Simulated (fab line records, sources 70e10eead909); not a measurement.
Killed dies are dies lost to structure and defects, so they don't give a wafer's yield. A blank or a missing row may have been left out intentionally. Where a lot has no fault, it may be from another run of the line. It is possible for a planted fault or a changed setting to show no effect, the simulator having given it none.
Which tool was responsible? + flow nand_harc + 42 wafers from 14 lots sampled at 4 of the route's 1159 steps

== WHAT EACH GAUGE READ, for each wafer ==
The record holds no reading of a measuring or inspecting step that can be judged against a usual standard deviation.

== WHAT TOOL EACH LOT RAN ON (gives the tool, then ch and the chambers of the sampled wafers, and finally the start) ==
| lot  | NHARC_A_CHANNEL_HOLE_D1_ETCH_33  | NHARC_A_CHANNEL_FILL_D1_ALD_16   | NHARC_A_CHANNEL_FILL_D1_CVD_18   | NHARC_A_CHANNEL_FILL_D1_ALD_25   |
|------|----------------------------------|----------------------------------|----------------------------------|----------------------------------|
| L523 | har_etch-02 ch 0,1, day 9 01:41  | ald_hk-01 ch 0,2, day 9 15:44    | lpcvd_poly-02 ch 0, day 10 01:40 | ald_hk-02 ch 1,2,3, day 10 16:59 |
| L525 | har_etch-01 ch 0, day 9 07:25    | ald_hk-04 ch 2,3, day 9 22:18    | lpcvd_poly-03 ch 0, day 10 08:37 | ald_hk-02 ch 2,3, day 10 22:42   |
| L524 | har_etch-02 ch 0,1, day 9 07:34  | ald_hk-01 ch 0,1,3, day 9 22:20  | lpcvd_poly-03 ch 0, day 10 08:37 | ald_hk-04 ch 0,2,3, day 10 22:37 |
| L526 | har_etch-01 ch 0,1, day 9 18:58  | ald_hk-02 ch 1,2, day 10 08:59   | lpcvd_poly-03 ch 0, day 10 18:29 | ald_hk-01 ch 0,2,3, day 11 10:56 |
| L527 | har_etch-02 ch 0,1, day 9 19:19  | ald_hk-04 ch 0,3, day 10 09:01   | lpcvd_poly-03 ch 0, day 10 18:29 | ald_hk-02 ch 0,2,3, day 11 09:38 |
| L528 | har_etch-01 ch 0,1, day 10 02:55 | ald_hk-04 ch 0,1,2, day 10 19:40 | lpcvd_poly-02, day 11 05:21      | ald_hk-02 ch 1,2,3, day 11 19:55 |
| L529 | har_etch-02 ch 0,1, day 10 03:13 | ald_hk-04 ch 0,1,3, day 10 19:49 | lpcvd_poly-02, day 11 05:21      | ald_hk-04 ch 0,2, day 11 19:56   |
| L530 | har_etch-01 ch 0,1, day 10 13:35 | ald_hk-04 ch 0,2, day 11 03:42   | lpcvd_poly-04 ch 0, day 11 13:27 | ald_hk-04 ch 0,1, day 12 04:14   |
| L538 | har_etch-02 ch 0,1, day 12 17:05 | ald_hk-02 ch 0,1,3, day 13 07:08 | lpcvd_poly-03 ch 0, day 13 19:29 | ald_hk-01 ch 0,1,3, day 14 10:16 |
| L540 | har_etch-01 ch 0,1, day 13 02:10 | ald_hk-01 ch 0,2,3, day 13 16:39 | lpcvd_poly-02 ch 0, day 14 04:38 | ald_hk-02 ch 0,1,2, day 14 18:28 |
| L544 | har_etch-02 ch 0,1, day 13 12:37 | ald_hk-04 ch 1,3, day 14 02:41   | lpcvd_poly-02 ch 0, day 14 13:38 | ald_hk-04 ch 0,1,2, day 15 06:46 |
| L541 | har_etch-01 ch 0, day 13 14:07   | ald_hk-02 ch 0,1, day 14 02:40   | lpcvd_poly-02 ch 0, day 14 13:38 | ald_hk-01 ch 0,3, day 15 05:31   |
| L543 | har_etch-02 ch 0,1, day 13 16:46 | ald_hk-04 ch 2,3, day 14 06:59   | lpcvd_poly-03 ch 0, day 14 16:32 | ald_hk-02 ch 0,1, day 15 06:08   |
| L545 | har_etch-02 ch 0,1, day 14 07:08 | ald_hk-04 ch 1,3, day 14 22:07   | lpcvd_poly-04 ch 0, day 15 07:48 | ald_hk-01 ch 0,1, day 15 22:04   |
- NHARC_A_CHANNEL_HOLE_D1_ETCH_33: etches the open film in C4F8/O2/Ar, time 90 s, target depth 400 nm.
- NHARC_A_CHANNEL_FILL_D1_ALD_16: deposits SiO2, target thk 1.5 nm, pulse time 10 s, ald cycles 15.
- NHARC_A_CHANNEL_FILL_D1_CVD_18: deposits poly-Si, target thk 3 nm.
- NHARC_A_CHANNEL_FILL_D1_ALD_25: deposits SiOx, target thk 60 nm, pulse time 10 s, ald cycles 600.

== AS READ BY THE TOOLS THEMSELVES (means over the sampled wafers that have a number; for cases with no such wafer, the mark the record gives instead) ==
NHARC_A_CHANNEL_HOLE_D1_ETCH_33. Usual: drypump_motor_current_A 5.6 A, standard deviation 0.51; showerhead_plenum_p_Torr 3.82 Torr, standard deviation 0.11; throttle_valve_pct 27.620 %, standard deviation 0.0092.
| lot  | tool        | drypump_motor_current_A (A) | showerhead_plenum_p_Torr (Torr) | throttle_valve_pct (%) | flag |
|------|-------------|-----------------------------|---------------------------------|------------------------|------|
| L523 | har_etch-02 | 5.1                         | 3.92                            | 27.615                 |      |
| L525 | har_etch-01 | 5.7                         | 3.64                            | 27.628                 |      |
| L524 | har_etch-02 | 5.2                         | 3.91                            | 27.630                 |      |
| L526 | har_etch-01 | 6.1                         | 3.79                            | 27.619                 |      |
| L527 | har_etch-02 | 5.1                         | 3.91                            | 27.619                 |      |
| L528 | har_etch-01 | 6.1                         | 3.78                            | 27.623                 |      |
| L529 | har_etch-02 | 5.1                         | 3.91                            | 27.620                 |      |
| L530 | har_etch-01 | 6.2                         | 3.78                            | 27.623                 |      |
| L538 | har_etch-02 | 5.1                         | 3.89                            | 27.612                 |      |
| L540 | har_etch-01 | 6.1                         | 3.76                            | 27.614                 |      |
| L544 | har_etch-02 | 5.1                         | 3.89                            | 27.623                 |      |
| L541 | har_etch-01 | 5.7                         | 3.61                            | 27.614                 |      |
| L543 | har_etch-02 | 5.1                         | 3.89                            | 27.616                 |      |
| L545 | har_etch-02 | 5.1                         | 3.88                            | 27.621                 |      |

NHARC_A_CHANNEL_FILL_D1_ALD_16. Usual: heater_power_w 468 W, standard deviation 37; precursor_pulse_height_rel 1.001, standard deviation 0.02.
| lot  | tool      | heater_power_w (W) | precursor_pulse_height_rel | flag |
|------|-----------|--------------------|----------------------------|------|
| L523 | ald_hk-01 | 430                | 0.994                      |      |
| L525 | ald_hk-04 | 483                | 0.991                      |      |
| L524 | ald_hk-01 | 463                | 0.997                      |      |
| L526 | ald_hk-02 | 525                | 0.988                      |      |
| L527 | ald_hk-04 | 469                | 1.000                      |      |
| L528 | ald_hk-04 | 453                | 0.988                      |      |
| L529 | ald_hk-04 | 466                | 1.010                      |      |
| L530 | ald_hk-04 | 450                | 0.996                      |      |
| L538 | ald_hk-02 | 459                | 1.005                      |      |
| L540 | ald_hk-01 | 455                | 1.003                      |      |
| L544 | ald_hk-04 | 464                | 1.007                      |      |
| L541 | ald_hk-02 | 478                | 0.998                      |      |
| L543 | ald_hk-04 | 478                | 0.993                      |      |
| L545 | ald_hk-04 | 472                | 0.990                      |      |

NHARC_A_CHANNEL_FILL_D1_CVD_18. Usual: spike_tc_bottom_C 576.7 C, standard deviation 2.1; spike_tc_centre_C 550.4 C, standard deviation 1.5; spike_tc_lower_C 549.9 C, standard deviation 1.3; tube_center_temp_C 550 C, standard deviation 0.052.
| lot  | tool          | spike_tc_bottom_C (C) | spike_tc_centre_C (C) | spike_tc_lower_C (C) | tube_center_temp_C (C) | flag |
|------|---------------|-----------------------|-----------------------|----------------------|------------------------|------|
| L523 | lpcvd_poly-02 | 576.0                 | 553.0                 | 549.7                | 550                    |      |
| L525 | lpcvd_poly-03 | 578.2                 | 549.8                 | 550.3                | 550                    |      |
| L524 | lpcvd_poly-03 | 578.3                 | 549.7                 | 549.7                | 550                    |      |
| L526 | lpcvd_poly-03 | 578.0                 | 549.9                 | 550.5                | 550                    |      |
| L527 | lpcvd_poly-03 | 578.3                 | 549.9                 | 550.7                | 550                    |      |
| L528 | lpcvd_poly-02 | -                     | -                     | -                    | -                      | OFF  |
| L529 | lpcvd_poly-02 | -                     | -                     | -                    | -                      | OFF  |
| L530 | lpcvd_poly-04 | 572.2                 | 551.7                 | 547.9                | 550                    |      |
| L538 | lpcvd_poly-03 | 577.1                 | 549.7                 | 551.1                | 550                    |      |
| L540 | lpcvd_poly-02 | 575.5                 | 551.6                 | 550.0                | 550                    |      |
| L544 | lpcvd_poly-02 | 574.7                 | 551.7                 | 548.8                | 550                    |      |
| L541 | lpcvd_poly-02 | 575.6                 | 552.2                 | 549.4                | 550                    |      |
| L543 | lpcvd_poly-03 | 578.8                 | 550.4                 | 550.2                | 550                    |      |
| L545 | lpcvd_poly-04 | 572.7                 | 551.7                 | 547.6                | 550                    |      |

NHARC_A_CHANNEL_FILL_D1_ALD_25. Usual: heater_power_w 474 W, standard deviation 43; precursor_pulse_height_rel 1.000, standard deviation 0.02.
| lot  | tool      | heater_power_w (W) | precursor_pulse_height_rel | flag |
|------|-----------|--------------------|----------------------------|------|
| L523 | ald_hk-02 | 513                | 0.997                      |      |
| L525 | ald_hk-02 | 499                | 1.004                      |      |
| L524 | ald_hk-04 | 463                | 0.981                      |      |
| L526 | ald_hk-01 | 451                | 1.017                      |      |
| L527 | ald_hk-02 | 504                | 1.001                      |      |
| L528 | ald_hk-02 | 505                | 0.995                      |      |
| L529 | ald_hk-04 | 452                | 0.977                      |      |
| L530 | ald_hk-04 | 459                | 0.998                      |      |
| L538 | ald_hk-01 | 459                | 1.008                      |      |
| L540 | ald_hk-02 | 496                | 1.003                      |      |
| L544 | ald_hk-04 | 458                | 1.000                      |      |
| L541 | ald_hk-01 | 488                | 1.000                      |      |
| L543 | ald_hk-02 | 481                | 0.997                      |      |
| L545 | ald_hk-01 | 430                | 1.007                      |      |

== THE ANSWER, worked out from the rows above alone ==
Rule: take the mean of a lot's wafers that have a number; if it is more than 3 standard deviations from the usual mean, the lot is off. Also off: a lot with no number at a reading for which 4 or more lots have one. All remaining lots with rows at the step are treated as sound. After the gauges, taken in route order, come the tools' own readings; for these a lot's mean is taken, as printed above. The first step at which some lot is off is used, and at that step the reading that is off furthest; a lot without a number counts as furthest.
Off: L528, L529, at NHARC_A_CHANNEL_FILL_D1_CVD_18 (spike_tc_bottom_C). Without a number there: L528, L529.
A tool fits if, at that step or a process step before it, it ran every lot that is off, and no sound lot after the first of them. Not one of the candidates tried fits.

== WHAT HAD BEEN PUT IN BY THE SIMULATOR ==
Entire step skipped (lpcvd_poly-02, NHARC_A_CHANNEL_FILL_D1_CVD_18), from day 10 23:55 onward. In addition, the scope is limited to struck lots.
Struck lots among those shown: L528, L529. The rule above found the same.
